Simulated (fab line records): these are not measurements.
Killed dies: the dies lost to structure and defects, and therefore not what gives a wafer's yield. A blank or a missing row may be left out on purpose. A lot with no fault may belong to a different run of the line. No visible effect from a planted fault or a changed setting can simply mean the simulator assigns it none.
One fault through the eyes of 2 desks + flow n5_finfet + what lay behind the numbers comes last; until then each desk has only its own

== THE METROLOGY DESK ==
What the gauges read, lot by lot, whatever tool the lot ran on: means of the sampled wafers that have a number. The brackets show how far a lot's mean lies from the usual mean; more than 4 standard deviations puts the lot out of limits, marked OUT. 7 of its 27 readings are shown: the first one out of limits and those lying furthest out on some lot.
Columns: A = trench_depth_nm at N5_BEOL_M7_OCD_MEAS_38, usual 93.4 nm; B = M7_RS at N5_BEOL_M7_RS_MEAS_57, usual 0.285 ohm/sq; C = COMB_M7 at N5_BEOL_M15_RC_MEAS_101, usual 2.7e-11 S/m; D = COMB_M7_max_site at N5_BEOL_M15_RC_MEAS_101, usual 3.8e-11 S/m; E = SERP_M5 at N5_BEOL_M15_RC_MEAS_101, usual 38.5 ohm/um; F = SERP_M7 at N5_BEOL_M15_RC_MEAS_101, usual 13.8 ohm/um; G = SERP_M7_max_site at N5_BEOL_M15_RC_MEAS_101, usual 14.4 ohm/um
| lot  | first seen here | A               | B                | C       | D       | E    | F               | G               |
|------|-----------------|-----------------|------------------|---------|---------|------|-----------------|-----------------|
| L988 | day 9 16:24     | 93.2            | 0.283            | 2.3e-11 | 3.1e-11 | 38.6 | 14.2            | 14.9            |
| L990 | day 11 10:25    | 94.4            | 0.286            | 2.8e-11 | 4.2e-11 | 37.7 | 14.2            | 14.8            |
| L999 | day 12 22:19    | 83.7 (-5.1) OUT | 0.334 (+5.9) OUT | 2.8e-11 | 3.9e-11 | 40.7 | 17.1 (+5.9) OUT | 17.7 (+5.8) OUT |
| L100 | day 13 04:31    | 93.5            | 0.285            | 1.7e-11 | 2.8e-11 | 39.8 | 13.5            | 14.1            |
| L102 | day 13 18:32    | 87.0            | 0.309            | 2.7e-11 | 3.8e-11 | 37.0 | 15.2            | 15.9            |
| L108 | day 16 09:50    | 93.4            | 0.288            | 3.2e-11 | 5.2e-11 | 41.4 | 13.4            | 14.0            |
This desk's finding: out of limits on L999; first on L999, day 12 23:05 (trench_depth_nm at N5_BEOL_M7_OCD_MEAS_38). Within limits: L988, L990, L100, L102, L108.

== AT THE TOOL OWNER'S DESK: rie_diel-03 ==
The tool's own readings at N5_BEOL_M7_TRENCH_ETCH_37 (etches SiCOH lowk in C4F6/O2, target depth 93.478 nm, time 31.2 s): means of the sampled wafers that have a number, for each lot that ran on this tool. The brackets show how far a lot's mean lies from the usual mean; more than 4 standard deviations puts the lot out of limits, marked OUT.
Columns: A = chamber_pressure_mTorr at N5_BEOL_M7_TRENCH_ETCH_37, usual 30.000 mTorr; B = drypump_motor_current_A at N5_BEOL_M7_TRENCH_ETCH_37, usual 5.6 A; C = oes_product_au at N5_BEOL_M7_TRENCH_ETCH_37, usual 0.79 a.u.; D = rf_fwd_power_W at N5_BEOL_M7_TRENCH_ETCH_37, usual 339.4 W; E = rf_vpp_V at N5_BEOL_M7_TRENCH_ETCH_37, usual 668 V; F = showerhead_plenum_p_Torr at N5_BEOL_M7_TRENCH_ETCH_37, usual 2.85 Torr; G = throttle_valve_pct at N5_BEOL_M7_TRENCH_ETCH_37, usual 21.02 %
| lot  | first seen here | A      | B   | C    | D               | E              | F    | G     |
|------|-----------------|--------|-----|------|-----------------|----------------|------|-------|
| L988 | day 9 17:00     | 30.007 | 6.2 | 0.85 | 338.9           | 664            | 2.85 | 21.15 |
| L990 | day 11 10:55    | 30.005 | 5.8 | 0.87 | 337.7           | 668            | 2.81 | 20.99 |
| L999 | day 12 22:55    | 30.015 | 5.8 | 0.73 | 255.6 (-42) OUT | 760 (+9.2) OUT | 2.78 | 21.20 |
| L102 | day 13 18:56    | 30.009 | 6.2 | 0.85 | 256.3 (-42) OUT | 775 (+11) OUT  | 2.87 | 20.78 |
| L108 | day 16 10:14    | 29.999 | 5.3 | 0.76 | 338.5           | 672            | 2.76 | 21.04 |
This desk's finding: out of limits on L102, L999; first on L999, day 12 22:55 (rf_fwd_power_W at N5_BEOL_M7_TRENCH_ETCH_37). Within limits: L988, L990, L108.

== TAKEN TOGETHER ==
The tool owner's desk could have raised an alarm at day 12 22:55, on L102, L999.
The metrology desk could have raised an alarm at day 12 23:05, on L999.
The metrology desk has L102 on record, within its limits.
N5_BEOL_M7_TRENCH_ETCH_37 was run on rie_diel-03 by each of the lots named.

== WHAT WAS PUT IN BY THE SIMULATOR ==
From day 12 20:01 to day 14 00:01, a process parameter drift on rie_diel-03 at N5_BEOL_M7_TRENCH_ETCH_37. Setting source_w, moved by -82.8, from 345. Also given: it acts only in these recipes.
Struck lots among those shown: L102, L999.
Counting hours from when the fault started, the first reading out of limits came at 3 for the tool owner's desk and at 3 for the metrology desk.
